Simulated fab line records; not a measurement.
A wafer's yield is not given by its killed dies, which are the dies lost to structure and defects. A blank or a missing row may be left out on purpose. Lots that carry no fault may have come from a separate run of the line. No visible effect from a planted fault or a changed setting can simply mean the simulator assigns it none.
fab line records    flow n5_finfet
record lots=5  wafers=15  last_day=19
route steps=1938 shown BEOL_M9@1437 PASSIVATION@1936
lots with no fault: from the same line, run without faults
start_h: hours from the record's opening day to when the first of the lot's shown wafers began    wait_h: how many hours have passed since the lot's step before this one    " the same as in the row above    L1.1+2: one row covering several wafers at once    - either no value or no given start    * or withheld: withheld    < > ~ a bound
route shown NAME@n: NAME is a module with steps in the file, n the number in the route of the first one    usual: mean/standard deviation of fault-free wafers    same: alike in all rows    chamber/n: place in a boat    sites: the reading at each site    _std_site: standard deviation across them    _edge_site: mean of outer sites minus mean of inner sites    radius_mm: how far each site lies from the wafer's centre    mask NAME#n: copy n    behind: tool/chamber where the wafer was last shaped    hold: why the lot was held/for how many hours/how that ended    device: names the non-switching transistor (n, p or np)    end of line: at the end of the route, the tests of the same wafers    a step with no rows: only its recipe    killed: dies that structure and defects cost at the first sort, which is not the same as the wafer's yield    map: a wafer's dies, marking killed ones x, the rest . and places with no die _
set.NAME: the setting as run; set.NAME@STEP: as run at that earlier step    model.NAME: the simulator's own value behind a step, which no gauge read
a table for each step, a row for each wafer; lots at some steps of the route
services: a tool's chamber out of use, with start hour (start_h, from the record's first day; less than 0 if before it), hours out, and reason
## steps
# step N5_BEOL_M9_DESCUM_33
# recipe chemistry=O2  time_s=7  source_power_w=50  bias_power_w=20  pressure_mtorr=20  rf_frequency_hz=2.712e+07  temp_c=40  resist=CAR-EUV  o2_flow_sccm=225
# step N5_BEOL_M9_ETCH_76
# recipe chemistry=N2/H2  target=underlayer  target_depth_a=65  mask_material=CAR-EUV  time_s=5.2  ion_energy_ev=200  pressure_mtorr=30  source_w=840  bias_w=150  n2_flow_sccm=200  h2_flow_sccm=200  ends=cleared
# step N5_BEOL_M9_ETCH_65
# recipe chemistry=CF4  target=SiARC  target_depth_a=156  mask_material=CAR-EUV  time_s=26  ion_energy_ev=80  pressure_mtorr=40  source_w=545  bias_w=36  Ar_flow_sccm=100  cf4_flow_sccm=100  ends=cleared
# step N5_BEOL_M9_ETCH_66
# recipe chemistry=N2/H2  target=SOC  target_depth_a=800  overetch_a=160  mask_material=SiARC  temp_c=40  time_s=120  ion_energy_ev=200  pressure_mtorr=30  source_w=840  bias_w=150  n2_flow_sccm=200  h2_flow_sccm=200
# step N5_BEOL_M9_STRIP_69
# recipe chemistry=N2/H2  temp_c=40  n2_flow_sccm=200  h2_flow_sccm=200  rf_frequency_hz=6e+07
# step N5_BEOL_M9_STRIP_77
# recipe chemistry=N2/H2  temp_c=40  n2_flow_sccm=200  h2_flow_sccm=200  rf_frequency_hz=6e+07
# step N5_BEOL_M9_VIA_ETCH_34
# recipe chemistry=C4F6/O2  target=SiCOH_lowk  target_depth_a=1824  mask_material=SOC  taper_deg=4  time_s=68.4  ion_energy_ev=250  pressure_mtorr=30  source_w=345  bias_w=185  Ar_flow_sccm=300  C4F6_flow_sccm=10  O2_flow_sccm=10
# step N5_BEOL_M9_STRIP_73
# recipe chemistry=C4F6/O2  resist=SiARC  rf_frequency_hz=6e+07
# step N5_BEOL_M9_STRIP_36
# recipe chemistry=N2/H2  power_w=450  temp_c=40  pressure_mtorr=20  rf_frequency_hz=6e+07  overash_fraction=0.3  bias_power_w=7  h2_frac=0.5  n2_flow_sccm=200  h2_flow_sccm=200
# step N5_BEOL_M9_TRENCH_ETCH_37
# recipe chemistry=C4F6/O2  target_depth_a=1514.3  target=SiCOH_lowk  time_s=49  ion_energy_ev=250  pressure_mtorr=30  source_w=345  bias_w=185  Ar_flow_sccm=300  C4F6_flow_sccm=10  O2_flow_sccm=10
# step N5_BEOL_M9_ETCH_41
# recipe chemistry=CH3F/O2  target=SiCN  target_depth_a=366  taper_deg=2  time_s=70.1  ion_energy_ev=120  mask_material=TiN  pressure_mtorr=30  source_w=395  bias_w=75  Ar_flow_sccm=150  CH3F_flow_sccm=30  O2_flow_sccm=20
# step N5_BEOL_M9_STRIP_80
# recipe chemistry=N2/H2  time_s=10  power_w=450  temp_c=40  pressure_mtorr=20  rf_frequency_hz=6e+07  bias_power_w=7  n2_flow_sccm=200  h2_flow_sccm=200
# usual bias_power_w=6.998/0.021  chamber_pressure_mTorr=20.002/0.018  drypump_motor_current_A=5.7/0.66  oes_product_au=0.80/0.069  rf_vpp_V=59.1/0.83  showerhead_plenum_p_Torr=2.54/0.079  throttle_valve_pct=23.67/0.19
lot.wafer  tool         chamber  start_h  wait_h  bias_power_w  chamber_pressure_mTorr  drypump_motor_current_A  oes_product_au  rf_hours_counter_h  rf_vpp_V  showerhead_plenum_p_Torr  throttle_valve_pct
L669.1     rie_diel-06  3        252.72   -       6.978         19.990                  5.1                      0.69            225                 58.8      2.40                      24.09
L669.3     "            0        "        "       6.934         19.990                  6.2                      0.88            48                  59.5      2.59                      23.63
L669.5     "            1        "        "       6.990         20.002                  4.9                      0.72            -                   59.3      2.51                      23.66
L683.1     rie_diel-06  0        346.71   -       -             -                       -                        -               -                   -         -                         -
L683.3     "            1        "        "       -             -                       -                        -               -                   -         -                         -
L683.4     "            1        "        "       -             -                       -                        -               -                   -         -                         -
L684.2     rie_diel-06  0        347.47   -       -             -                       -                        -               -                   -         -                         -
L684.3     "            2        "        "       -             -                       -                        -               -                   -         -                         -
L684.4     "            0        "        "       -             -                       -                        -               -                   -         -                         -
L685.1     rie_diel-06  0        352.47   -       -             -                       -                        -               -                   -         -                         -
L685.3     "            2        "        "       -             -                       -                        -               -                   -         -                         -
L685.5     "            0        "        "       -             -                       -                        -               -                   -         -                         -
L689.1     rie_diel-04  0        387.52   -       7.007         19.999                  5.4                      0.84            74                  58.2      2.68                      23.46
L689.4     "            3        "        "       6.979         19.999                  5.9                      0.82            86                  60.8      2.56                      23.58
L689.6     "            0        "        "       6.992         19.990                  5.4                      0.85            -                   59.8      2.68                      23.46
# step N5_PASSIVATION_PROBE_49
# usual defect_limited_yield=91.5/1.3  killed_at_M0_to_M3=33/10  killed_at_M4_up=13/4  killed_at_contacts=12/6.3  killed_at_front_end=39/11  killed_at_other=3.4/2.6  killed_dies=100/15  killed_open=65/11  killed_short=34/7.8  sort_bin_5_function=5.0/0.89  sort_bin_6_memory=3.2/0.58  sort_n_pass=1080/15  sort_yield_pct=91.5/1.3
# same gross_dies=1180  killed_at_back_side=0  sort_bin_4_leakage[%]=0  sort_bin_8_speed[%]=0
lot.wafer  tool       chamber  start_h  wait_h  defect_limited_yield[%]  killed_at_M0_to_M3  killed_at_M4_up  killed_at_contacts  killed_at_front_end  killed_at_other  killed_dies  killed_open  killed_short  sort_bin_5_function[%]  sort_bin_6_memory[%]  sort_n_pass  sort_yield_pct[%]
L684.2     prober-01  -        416.82   0.1     89.7                     23                  32               24                  39                   4                122          81           41            6.9                     2.9                   1058         89.7
L684.3     prober-01  -        416.87   0.1     89.5                     36                  38               11                  39                   0                124          82           39            6.0                     3.8                   1056         89.5
L684.4     prober-01  -        416.92   0.2     88.6                     28                  38               22                  43                   3                134          87           47            6.7                     4.2                   1046         88.6
L683.1     prober-01  -        417.37   0.0     87.2                     35                  52               9                   51                   4                151          109          42            7.8                     4.3                   1029         87.2
L683.3     prober-01  -        417.47   0.1     89.6                     31                  42               6                   38                   6                123          85           38            6.4                     3.7                   1057         89.6
L683.4     prober-01  -        417.52   0.2     90.5                     24                  40               15                  31                   2                112          84           27            5.2                     4.1                   1068         90.5
L685.1     prober-02  -        418.76   0.0     88.3                     31                  36               8                   62                   1                138          99           39            7.0                     4.3                   1042         88.3
L685.3     prober-02  -        418.86   0.1     87.5                     46                  27               9                   64                   2                148          113          35            7.5                     4.6                   1032         87.5
L685.5     prober-02  -        418.96   0.2     88.5                     49                  45               8                   34                   0                136          102          33            7.5                     3.7                   1044         88.5
# killed by level:class
L684.2 BEOL_M9:geometric_particle:open=19 MOL_CONTACT_COAG:geometric_particle:open=19 FIN_SAQP:geometric_particle:short=13 GATE_CUT:geometric_particle:short=9 FIN_SAQP:geometric_particle:open=7 BEOL_M3:geometric_particle:open=7 GATE_CUT:geometric_particle:open=5 MOL_CONTACT_COAG:geometric_particle:short=5
L684.3 BEOL_M9:geometric_particle:open=24 FIN_SAQP:geometric_particle:short=15 BEOL_M3:geometric_particle:open=14 BEOL_M2:geometric_particle:open=11 MOL_CONTACT_COAG:geometric_particle:open=9 GATE_CUT:geometric_particle:short=8 FIN_SAQP:geometric_particle:open=7 BEOL_M0_SAQP:geometric_particle:open=6
L684.4 BEOL_M9:geometric_particle:open=23 FIN_SAQP:geometric_particle:short=22 MOL_CONTACT_COAG:geometric_particle:open=19 BEOL_M3:geometric_particle:open=7 FIN_SAQP:geometric_particle:open=6 BEOL_M0_SAQP:geometric_particle:short=6 GATE_CUT:geometric_particle:short=5 BEOL_M2:geometric_particle:open=5
L683.1 BEOL_M9:geometric_particle:open=28 FIN_SAQP:geometric_particle:open=13 FIN_SAQP:geometric_particle:short=11 MOL_CONTACT_COAG:geometric_particle:open=9 BEOL_M0_SAQP:geometric_particle:open=8 BEOL_M2:geometric_particle:open=8 DUMMY_GATE:geometric_particle:open=7 BEOL_M0_SAQP:geometric_particle:short=7
L683.3 BEOL_M9:geometric_particle:open=25 DUMMY_GATE:geometric_particle:open=11 BEOL_M1:geometric_particle:open=11 FIN_SAQP:geometric_particle:short=6 BEOL_M9:geometric_particle:short=6 FIN_SAQP:geometric_particle:open=5 STI_FIN_REVEAL:geometric_particle:open=5 BEOL_M3:geometric_particle:open=5
L683.4 BEOL_M9:geometric_particle:open=23 MOL_CONTACT_COAG:geometric_particle:open=14 FIN_SAQP:geometric_particle:open=8 BEOL_M4:geometric_particle:short=8 BEOL_M2:geometric_particle:open=6 BEOL_M3:geometric_particle:open=6 STI_FIN_REVEAL:geometric_particle:open=5 BEOL_M4:geometric_particle:open=4
L685.1 BEOL_M9:geometric_particle:open=20 STI_FIN_REVEAL:geometric_particle:open=16 DUMMY_GATE:geometric_particle:open=12 FIN_SAQP:geometric_particle:open=9 BEOL_M0_SAQP:geometric_particle:short=9 MOL_CONTACT_COAG:geometric_particle:open=8 BEOL_M0_SAQP:geometric_particle:open=7 FIN_SAQP:geometric_particle:short=6
L685.3 BEOL_M9:geometric_particle:open=19 STI_FIN_REVEAL:geometric_particle:open=16 BEOL_M1:geometric_particle:open=16 FIN_SAQP:geometric_particle:open=12 FIN_SAQP:geometric_particle:short=12 BEOL_M2:geometric_particle:open=8 MOL_CONTACT_COAG:geometric_particle:open=7 BEOL_M0_SAQP:geometric_particle:short=7
L685.5 BEOL_M9:geometric_particle:open=26 BEOL_M0_SAQP:geometric_particle:open=15 FIN_SAQP:geometric_particle:open=9 BEOL_M0_SAQP:geometric_particle:short=9 BEOL_M3:geometric_particle:open=9 BEOL_M4:geometric_particle:open=8 MOL_CONTACT_COAG:geometric_particle:open=7 STI_FIN_REVEAL:geometric_particle:open=5
# map L683.1 (x killed, . not)
_________________x.........x.________________
______________...x.......xx....._____________
___________......xx................__________
__________.x..x..x..x....x......x.x._________
________......x.....x.....x...x......x_______
_______..........................x.....______
______x.......x.......x.......x........._____
_____..x...x.x.xx....x..........x........____
____x...........xx.........x.x.......x....___
___.x................x...x.....x...........__
___........xx.................x............__
__.......x............x.x......x.x..xx.....x_
__..x..........x.....x..x..................._
_..................x............x...x.....x..
_x............x...x..xx...x.x.............x..
_.x.............x..........x.......x....x....
_...............x.....x....x..........x...x..
_..x...x......x.x............................
_....x....x................x...x..x........x.
_.x........x.....x........x.....x.x.x........
_..x....x...x.....x....................x.....
__.......x...............x..........x.x.x..._
__.x............x............x.....x.x.x...._
___....x..x.......x...x............x..x....__
___..x..x......x....x...x.....xx...x.....x.__
____x....x.........x........x....x........___
_____.....x................x.........x...____
______......x..x........................_____
_______.x....x......x.....x...........x______
________..x...........x...x.........xx_______
__________..............x..x........_________
___________x.........x.............__________
______________.................._____________
_________________..........x.________________
# map L684.4 (x killed, . not)
_________________...........x________________
______________.............x...._____________
___________x...........x..........x__________
__________.............x....x.xx...._________
________...........x..........x......._______
_______................................______
______x.....x.x......x......xx......x..._____
_____..x................x............x...____
____.....x.x..................x.x.........___
___...x...x..x......................x......__
___............................x...........__
__.....x...........x.....x.................x_
__....x.....x.........................x....._
_x......x..x.................x..x.........x..
_................x........x............x.....
_.....x.x.....x......x....x......x...x.......
_...........x......x.x.xx.x..........xx......
_.x.....x.........x...x....x....x.....x..x...
_..x................xxx...........x.......x..
_.............x...........................x..
_......................xx......x.............
__.....................x.....x.............._
__........x.....x...............x........x.._
___...x.x.........x.........xx.x.......x.x.__
___...x.x..................x.......x.......__
____....x......x...........x.........x....___
_____.........................x..........____
______...x..............x...x..x..x....._____
_______x....x..xx.x............x.......______
________x...x.......x.........xx....x._______
__________..............x..........._________
___________.....xx.x.x...x....x....__________
______________x.......x.....x.x._____________
_________________.....x....xx________________
## services
tool         chamber  start_h  hours  kind
rie_diel-04  2        255.92   2.1    repair
rie_diel-06  3        333.41   3.6    repair
rie_diel-06  3        337.04   -      clean
rie_diel-06  3        337.04   -      consumable_replace:focus_ring
rie_diel-06  3        337.04   -      consumable_replace:showerhead
rie_diel-06  3        337.04   15.9   scheduled_down
rie_diel-06  3        337.04   15.9   vent_cycle
rie_diel-06  1        353.26   -      clean
rie_diel-06  1        353.26   -      consumable_replace:focus_ring
rie_diel-06  1        353.26   20.5   scheduled_down
rie_diel-06  1        353.26   20.5   vent_cycle
rie_diel-06  3        387.37   2.9    repair
## key
first_sign step=N5_BEOL_M9_STRIP_80  reading=tool_record  direction=missing
effect step=N5_PASSIVATION_PROBE_49  reading=killed_at_M4_up  direction=up  sigmas=6.5  usual=13  struck=39
more_kills_born_at N5_BEOL_M9_STRIP_80@rie_diel-06=231
met_at N5_BEOL_M9_STRIP_80
struck_wafers L683.1,L683.3,L683.4,L684.2,L684.3,L684.4,L685.1,L685.3,L685.5
onset_between 252.72 346.71
fault kind=skipped_step_whole  tool=rie_diel-06  chamber=-  onset_h=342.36  steps=N5_BEOL_M9_STRIP_80  scope=struck_lots_only
